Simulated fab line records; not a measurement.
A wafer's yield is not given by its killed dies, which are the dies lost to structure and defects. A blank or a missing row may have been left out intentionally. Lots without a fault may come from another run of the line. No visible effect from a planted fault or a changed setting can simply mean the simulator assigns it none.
The tool behind it: which one? ; flow nandHarc ; 11 lots with 33 wafers sampled at 6 steps, on a route of 1159 steps

WHAT THE GAUGES READ, wafer by wafer
NHARC_THIN_TSV_INSPECT_40.
lot;measured;on;rawDefectCount
L631;day 19 09:32;defectInspect-02;427 358 425
L630;day 19 09:32;defectInspect-01;527 487 500
L633;day 19 19:34;defectInspect-01;507 442 421
L634;day 19 19:34;defectInspect-02;417 502 458
L637;day 20 22:18;defectInspect-02;1231 1057 1118
L642;day 22 06:59;defectInspect-02;1314 1205 1291
L644;day 22 07:01;defectInspect-02;584 568 510
L646;day 22 23:47;defectInspect-01;358 419 367
L645;day 22 23:48;defectInspect-02;451 485 376
L650;day 24 09:14;defectInspect-01;329 453 559
L653;day 25 20:37;defectInspect-02;415 427 493

NHARC_END_SORT_01.
lot;measured;on;defectLimitedYield (%);killedAtArray;killedAtOther;killedAtPeriphery;killedDies;killedOpen;killedShort;sort_bin_2_pct (%);sort_bin_3_pct (%);sort_bin_4_pct (%);sortNPass;sortRimYieldPct (%);sortYieldPct (%)
L637;day 21 01:21;prober-01;82.6 86.9 82.7;18 34 18;93 51 96;7 4 3;118 89 117;5 2 3;4 3 0;8.3 6.2 7.2;4.14 2.22 4.14;5.0 4.7 5.9;559 588 560;98.1 84.9 99.1;82.6 86.9 82.7
L642;day 22 10:04;prober-02;82.9 82.1 83.8;21 21 20;91 98 87;4 2 3;116 121 110;3 2 3;3 0 2;6.4 6.6 6.2;3.99 4.58 4.58;6.8 6.6 5.5;561 556 567;93.4 92.5 92.5;82.9 82.1 83.8
L646;day 23 02:52;prober-01;95.9 95.7 96.2;26 23 21;0 3 2;2 3 3;28 29 26;3 2 3;1 4 2;1.2 1.8 1.0;0.15 0.44 0.15;2.8 2.1 2.7;649 648 651;94.3 96.2 93.4;95.9 95.7 96.2
L645;day 23 04:27;prober-02;97.5 97.8 97.6;15 9 13;0 0 1;2 6 2;17 15 16;7 1 2;2 2 3;0.4 1.0 0.4;0 0.15 0.30;2.1 1.0 1.6;660 662 661;98.1 99.1 97.2;97.5 97.8 97.6
L650;day 24 12:14;prober-01;97.0 97.0 96.8;17 18 18;0 0 0;3 2 4;20 20 22;1 2 4;0 2 4;1.0 1.2 0.9;0.15 0 0;1.8 1.8 2.4;657 657 655;95.3 97.2 95.3;97.0 97.0 96.8

WHAT TOOL EACH LOT RAN ON (gives the tool, then ch and the chambers of the sampled wafers, and finally the start)
lot;NHARC_THIN_TSV_DEGAS_49;NHARC_THIN_TSV_DEGAS_53;NHARC_THIN_TSV_PVD_24;NHARC_THIN_TSV_ETCH_59
L631;pvdSputter-03, day 18 21:46;pvdSputter-02, day 18 23:46;pvdSputter-02, day 19 00:03;rieMetal-02 ch 0, day 19 01:04
L630;pvdSputter-01, day 19 02:57;pvdSputter-02, day 19 04:56;pvdSputter-02, day 19 05:25;rieMetal-03 ch 0,1, day 19 06:22
L633;pvdSputter-03, day 19 09:54;pvdSputter-02, day 19 11:52;pvdSputter-02, day 19 12:13;rieMetal-02 ch 0, day 19 13:12
L634;pvdSputter-03, day 19 11:05;pvdSputter-03, day 19 13:06;pvdSputter-03, day 19 13:23;rieMetal-03 ch 0,1, day 19 14:23
L637;pvdSputter-02, day 20 14:32;pvdSputter-01, day 20 16:33;pvdSputter-01, day 20 16:50;rieMetal-03 ch 1, day 20 17:58
L642;pvdSputter-02, day 21 20:20;pvdSputter-01, day 21 22:25;pvdSputter-01, day 21 22:42;rieMetal-02 ch 0,1, day 21 23:44
L644;pvdSputter-02, day 21 22:30;pvdSputter-02, day 22 00:30;pvdSputter-02, day 22 00:55;rieMetal-02 ch 0,1, day 22 01:58
L646;pvdSputter-03, day 22 14:51;pvdSputter-02, day 22 16:52;pvdSputter-02, day 22 17:10;rieMetal-01 ch 0, day 22 18:10
L645;pvdSputter-02, day 22 15:43;pvdSputter-02, day 22 17:48;pvdSputter-02, day 22 18:20;rieMetal-03 ch 0,1, day 22 19:17
L650;pvdSputter-02, day 24 00:18;pvdSputter-02, day 24 02:17;pvdSputter-02, day 24 02:38;rieMetal-01 ch 0,1, day 24 03:39
L653;pvdSputter-03, day 25 12:53;pvdSputter-03, day 25 14:53;pvdSputter-03, day 25 15:11;rieMetal-02 ch 0,1, day 25 16:23
- NHARC_THIN_TSV_DEGAS_49: time 120 s.
- NHARC_THIN_TSV_DEGAS_53: time 60 s.
- NHARC_THIN_TSV_PVD_24: deposits Al, target thk 800 nm.
- NHARC_THIN_TSV_ETCH_59: etches the open film in Cl2/BCl3, target depth 880 nm, time 138.1 s.

WHAT THE TOOLS THEMSELVES READ (means of the sampled wafers that have a number; where no wafer has one, the mark that the record gives instead)
NHARC_THIN_TSV_DEGAS_49.
lot;tool;heaterPowerW (W)
L631;pvdSputter-03;491
L630;pvdSputter-01;487
L633;pvdSputter-03;474
L634;pvdSputter-03;480
L637;pvdSputter-02;467
L642;pvdSputter-02;463
L644;pvdSputter-02;463
L646;pvdSputter-03;452
L645;pvdSputter-02;447
L650;pvdSputter-02;463
L653;pvdSputter-03;467

NHARC_THIN_TSV_DEGAS_53.
lot;tool;heaterPowerW (W)
L631;pvdSputter-02;467
L630;pvdSputter-02;457
L633;pvdSputter-02;446
L634;pvdSputter-03;475
L637;pvdSputter-01;460
L642;pvdSputter-01;464
L644;pvdSputter-02;468
L646;pvdSputter-02;458
L645;pvdSputter-02;457
L650;pvdSputter-02;442
L653;pvdSputter-03;457

NHARC_THIN_TSV_ETCH_59.
lot;tool;bcl3FlowSccm (sccm);drypumpMotorCurrentA (A);mfcCl2Sccm (sccm);oesProductAu (a.u.);rfFwdPowerW (W);throttleValvePct (%)
L631;rieMetal-02;30.08;5.3;59.85;1.008;893.4;22.267
L630;rieMetal-03;29.98;6.2;60.01;1.003;897.2;22.269
L633;rieMetal-02;29.98;5.3;59.93;1.007;889.4;22.269
L634;rieMetal-03;29.95;6.1;59.90;1.001;897.8;22.270
L637;rieMetal-03;29.93;6.3;59.82;0.993;897.0;22.272
L642;rieMetal-02;29.97;5.4;59.94;0.999;893.2;22.256
L644;rieMetal-02;29.96;5.5;59.85;1.007;893.6;22.271
L646;rieMetal-01;30.08;5.8;59.82;0.992;895.6;22.260
L645;rieMetal-03;30.07;6.2;59.90;1.004;894.8;22.262
L650;rieMetal-01;29.95;5.5;59.89;0.999;897.1;22.266
L653;rieMetal-02;30.06;5.4;60.06;1.008;894.2;22.255

THE ANSWER, worked out from the rows above alone
Rule: the usual values come from the lots themselves. The widest of any qualifying gaps counts: lots, ordered by their means at a reading, are off when they make up no more than a third of the lots, leave a main group of 4 or more, and stand apart from it by 3 or more times the standard deviation of that group's means. A main group whose means are all the same, to the digits that the tables above print for the reading, isn't used. A lot without any number at a reading at which 4 lots or more have one is off too. The other lots that the step has rows for count as sound. Order of review: gauges by route order, followed by the tools' own readings, for which a lot's mean as printed above is used. The first step at which some lot is off is used, and at that step the reading that is off furthest; a lot without a number counts as furthest.
Off, at NHARC_THIN_TSV_INSPECT_40 on rawDefectCount: L637, L642. The main group has a mean of 454 with a standard deviation of 48.
A tool fits if, at a process step before that reading, it ran every lot that is off, and no sound lot after the first of them. Those tools and the gauges at NHARC_THIN_TSV_INSPECT_40 are tried in the same way. One fits: pvdSputter-01 at NHARC_THIN_TSV_DEGAS_53 and NHARC_THIN_TSV_PVD_24. It ran no sound lot before its first lot that is off in this sample, so the start can't be narrowed down.

WHAT THE SIMULATOR HAD INSERTED
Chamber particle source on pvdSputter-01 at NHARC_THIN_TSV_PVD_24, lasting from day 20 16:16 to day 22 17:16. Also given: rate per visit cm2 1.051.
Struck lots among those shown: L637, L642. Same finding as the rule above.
